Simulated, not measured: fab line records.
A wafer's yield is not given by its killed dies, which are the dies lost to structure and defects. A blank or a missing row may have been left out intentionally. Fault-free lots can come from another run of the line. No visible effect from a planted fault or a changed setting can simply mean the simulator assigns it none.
Matching of chambers :: flow n5_finfet :: rie_diel-05 running N5_BEOL_M2_ETCH_74: 4 sister chambers
The step etches underlayer in N2/H2, target depth 6.5 nm, time 5.2 s. 20 wafers are shown with their chamber, then 10 later ones without.

== WAFERS WITH THEIR CHAMBER ==
wafer: L076.2
chamber: 2
showerhead_plenum_p_Torr (Torr): 2.69
drypump_motor_current_A (A): 5.2
throttle_valve_pct (%): 17.22

wafer: L076.5
chamber: 1
showerhead_plenum_p_Torr (Torr): 2.60
drypump_motor_current_A (A): 5.2
throttle_valve_pct (%): 18.06

wafer: L076.6
chamber: 2
showerhead_plenum_p_Torr (Torr): 2.69
drypump_motor_current_A (A): 5.2
throttle_valve_pct (%): 17.21

wafer: L079.3
chamber: 1
showerhead_plenum_p_Torr (Torr): 2.60
drypump_motor_current_A (A): 5.1
throttle_valve_pct (%): 18.05

wafer: L079.4
chamber: 2
showerhead_plenum_p_Torr (Torr): 2.69
drypump_motor_current_A (A): 5.2
throttle_valve_pct (%): 17.22

wafer: L079.6
chamber: 0
showerhead_plenum_p_Torr (Torr): 2.44
drypump_motor_current_A (A): 6.4
throttle_valve_pct (%): 17.77

wafer: L081.2
chamber: 3
showerhead_plenum_p_Torr (Torr): 2.60
drypump_motor_current_A (A): 5.5
throttle_valve_pct (%): 18.03

wafer: L081.4
chamber: 1
showerhead_plenum_p_Torr (Torr): 2.60
drypump_motor_current_A (A): 5.1
throttle_valve_pct (%): 18.09

wafer: L081.5
chamber: 0
showerhead_plenum_p_Torr (Torr): 2.44
drypump_motor_current_A (A): 6.5
throttle_valve_pct (%): 17.79

wafer: L085.3
chamber: 3
showerhead_plenum_p_Torr (Torr): 2.60
drypump_motor_current_A (A): 5.5
throttle_valve_pct (%): 18.04

wafer: L085.4
chamber: 1
showerhead_plenum_p_Torr (Torr): 2.60
drypump_motor_current_A (A): 5.1
throttle_valve_pct (%): 17.71

wafer: L085.5
chamber: 3
showerhead_plenum_p_Torr (Torr): 2.59
drypump_motor_current_A (A): 5.6
throttle_valve_pct (%): 18.07

wafer: L086.3
chamber: 0
showerhead_plenum_p_Torr (Torr): 2.43
drypump_motor_current_A (A): 6.5
throttle_valve_pct (%): 17.83

wafer: L086.4
chamber: 3
showerhead_plenum_p_Torr (Torr): 2.59
drypump_motor_current_A (A): 5.5
throttle_valve_pct (%): 18.08

wafer: L086.6
chamber: 0
showerhead_plenum_p_Torr (Torr): 2.43
drypump_motor_current_A (A): 6.4
throttle_valve_pct (%): 17.85

wafer: L088.1
chamber: 0
showerhead_plenum_p_Torr (Torr): 2.43
drypump_motor_current_A (A): 6.4
throttle_valve_pct (%): 17.82

wafer: L088.4
chamber: 2
showerhead_plenum_p_Torr (Torr): 2.68
drypump_motor_current_A (A): 5.2
throttle_valve_pct (%): 17.24

wafer: L088.6
chamber: 0
showerhead_plenum_p_Torr (Torr): 2.43
drypump_motor_current_A (A): 6.4
throttle_valve_pct (%): 17.84

wafer: L090.3
chamber: 0
showerhead_plenum_p_Torr (Torr): 2.43
drypump_motor_current_A (A): 6.4
throttle_valve_pct (%): 17.85

wafer: L090.4
chamber: 0
showerhead_plenum_p_Torr (Torr): 2.43
drypump_motor_current_A (A): 6.4
throttle_valve_pct (%): 17.84

SIGNATURES (averages over the wafers above)
reading: showerhead_plenum_p_Torr
chamber 0: 2.4325
chamber 1: 2.6000
chamber 2: 2.6875
chamber 3: 2.5950
scatter within a chamber: 0.00451

reading: drypump_motor_current_A
chamber 0: 6.425
chamber 1: 5.125
chamber 2: 5.200
chamber 3: 5.525
scatter within a chamber: 0.0433

reading: throttle_valve_pct
chamber 0: 17.8238
chamber 1: 17.9775
chamber 2: 17.2225
chamber 3: 18.0550
scatter within a chamber: 0.0808
Rule: for a wafer and a chamber, the distance is found by dividing, reading by reading, the gap between the wafer's reading and the chamber's mean by the reading's scatter, squaring, summing and taking the root. If the next closest chamber is less than 2 further off than the closest, the wafer can't be placed; otherwise it belongs to the closest. The scatter: the root of (the sum of the squares of (reading less its chamber's mean) over the shown wafers, divided by (wafers less chambers)).

== WAFERS MISSING THEIR CHAMBER ==
wafer: L090.6
showerhead_plenum_p_Torr (Torr): 2.68
drypump_motor_current_A (A): 5.2
throttle_valve_pct (%): 17.23

wafer: L095.2
showerhead_plenum_p_Torr (Torr): 2.59
drypump_motor_current_A (A): 5.6
throttle_valve_pct (%): 17.62

wafer: L095.3
showerhead_plenum_p_Torr (Torr): 2.68
drypump_motor_current_A (A): 5.2
throttle_valve_pct (%): 17.29

wafer: L095.4
showerhead_plenum_p_Torr (Torr): 2.58
drypump_motor_current_A (A): 5.2
throttle_valve_pct (%): 17.78

wafer: L092.4
showerhead_plenum_p_Torr (Torr): 2.58
drypump_motor_current_A (A): 5.1
throttle_valve_pct (%): 17.77

wafer: L092.5
showerhead_plenum_p_Torr (Torr): 2.58
drypump_motor_current_A (A): 5.6
throttle_valve_pct (%): 17.60

wafer: L092.6
showerhead_plenum_p_Torr (Torr): 2.42
drypump_motor_current_A (A): 6.4
throttle_valve_pct (%): 17.84

wafer: L097.1
showerhead_plenum_p_Torr (Torr): 2.42
drypump_motor_current_A (A): 6.4
throttle_valve_pct (%): 17.86

wafer: L097.2
showerhead_plenum_p_Torr (Torr): 2.67
drypump_motor_current_A (A): 5.2
throttle_valve_pct (%): 17.27

wafer: L097.3
showerhead_plenum_p_Torr (Torr): 2.58
drypump_motor_current_A (A): 5.5
throttle_valve_pct (%): 17.61

== THE CHAMBER EACH PASSED THROUGH ==
wafer: L090.6
from the rows above: 2
in truth: 2

wafer: L095.2
from the rows above: 3
in truth: 3

wafer: L095.3
from the rows above: 2
in truth: 2

wafer: L095.4
from the rows above: 1
in truth: 1

wafer: L092.4
from the rows above: 1
in truth: 1

wafer: L092.5
from the rows above: 3
in truth: 3

wafer: L092.6
from the rows above: 0
in truth: 0

wafer: L097.1
from the rows above: 0
in truth: 0

wafer: L097.2
from the rows above: 2
in truth: 2

wafer: L097.3
from the rows above: 3
in truth: 3
Correct placement for 10 of the 10. Can't be placed from these rows: 0. Number placed wrongly: 0.
